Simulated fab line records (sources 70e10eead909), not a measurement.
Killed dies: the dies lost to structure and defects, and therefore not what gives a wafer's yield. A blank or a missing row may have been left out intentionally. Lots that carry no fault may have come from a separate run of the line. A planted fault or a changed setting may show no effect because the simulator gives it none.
Which of the tools did it? :: flow nandHarc :: 6 lots, 17 wafers sampled, at 3 steps of a route of 1302

== WHAT THE GAUGES SHOWED, per wafer ==
NHARC_A_DECK1_JOINT_THK_MEAS_17: measures by ellipsometry.
lot: L272
measured: day 13 23:19
on: filmMetro-01
thkNm (nm): 45.7 44.4 45.8

lot: L274
measured: day 14 18:01
on: filmMetro-02
thkNm (nm): 44.5 46.2 45.8

lot: L278
measured: day 16 15:21
on: filmMetro-01
thkNm (nm): 45.4 44.1 44.2

lot: L281
measured: day 17 08:06
on: filmMetro-01
thkNm (nm): 44.3 43.6 44.8

lot: L284
measured: day 19 03:28
on: filmMetro-02
thkNm (nm): 45.4 44.6 53.3

lot: L287
measured: day 20 10:38
on: filmMetro-01
thkNm (nm): 46.3 52.8

== WHICH TOOL RAN EACH LOT (tool, then ch and the chambers of the sampled wafers, then the start) ==
lot: L272
NHARC_A_CHANNEL_FILL_D1_STRIP_28: rieDiel-01 ch 1,2,3, day 11 10:14
NHARC_A_DECK1_JOINT_DEP_16: pecvd-01 ch 0,1,2, day 13 23:02

lot: L274
NHARC_A_CHANNEL_FILL_D1_STRIP_28: rieDiel-02 ch 0,2,3, day 12 01:07
NHARC_A_DECK1_JOINT_DEP_16: pecvd-03 ch 0,1,2, day 14 17:44

lot: L278
NHARC_A_CHANNEL_FILL_D1_STRIP_28: rieDiel-10 ch 0,1,2, day 14 00:24
NHARC_A_DECK1_JOINT_DEP_16: pecvd-01 ch 0,1,2, day 16 15:09

lot: L281
NHARC_A_CHANNEL_FILL_D1_STRIP_28: rieDiel-02 ch 0,1,3, day 14 20:59
NHARC_A_DECK1_JOINT_DEP_16: pecvd-02 ch 1,2, day 17 07:51

lot: L284
NHARC_A_CHANNEL_FILL_D1_STRIP_28: rieDiel-02 ch 0,2,3, day 16 15:35
NHARC_A_DECK1_JOINT_DEP_16: pecvd-03 ch 1,2, day 19 03:15

lot: L287
NHARC_A_CHANNEL_FILL_D1_STRIP_28: rieDiel-02 ch 0,1, day 17 19:14
NHARC_A_DECK1_JOINT_DEP_16: pecvd-03 ch 0,1, day 20 10:27
- NHARC_A_CHANNEL_FILL_D1_STRIP_28: strips in O2, time 20 s.
- NHARC_A_DECK1_JOINT_DEP_16: deposits SiO2, target thk 45 nm.

== THE ANSWER, worked out from the rows above alone ==
Rule: usual is defined by the lots themselves. Put in order of their means at a reading, lots are off if they are a third of the lots or fewer, leave a main group of 4 or more, and stand apart from it by a gap of 3 or more times the standard deviation of the main group's means; of several such gaps the widest counts. A main group is skipped when, at the precision printed for the reading in the tables above, its means are all equal. A lot without any number at a reading at which 4 lots or more have one is off too. Where the step has rows for the other lots, those lots are counted as sound.
Off at NHARC_A_DECK1_JOINT_THK_MEAS_17 (thkNm): L284, L287. Main group: mean 44.9 nm, sd 0.52.
A tool fits if, at a process step before that reading, it ran every lot that is off, and no sound lot after the first of them. The gauges at NHARC_A_DECK1_JOINT_THK_MEAS_17 are tried like those tools. 2 tools fit, rieDiel-02 at NHARC_A_CHANNEL_FILL_D1_STRIP_28 and pecvd-03 at NHARC_A_DECK1_JOINT_DEP_16, so this cannot tell which one it is.

== WHAT THE SIMULATOR HAD INSERTED ==
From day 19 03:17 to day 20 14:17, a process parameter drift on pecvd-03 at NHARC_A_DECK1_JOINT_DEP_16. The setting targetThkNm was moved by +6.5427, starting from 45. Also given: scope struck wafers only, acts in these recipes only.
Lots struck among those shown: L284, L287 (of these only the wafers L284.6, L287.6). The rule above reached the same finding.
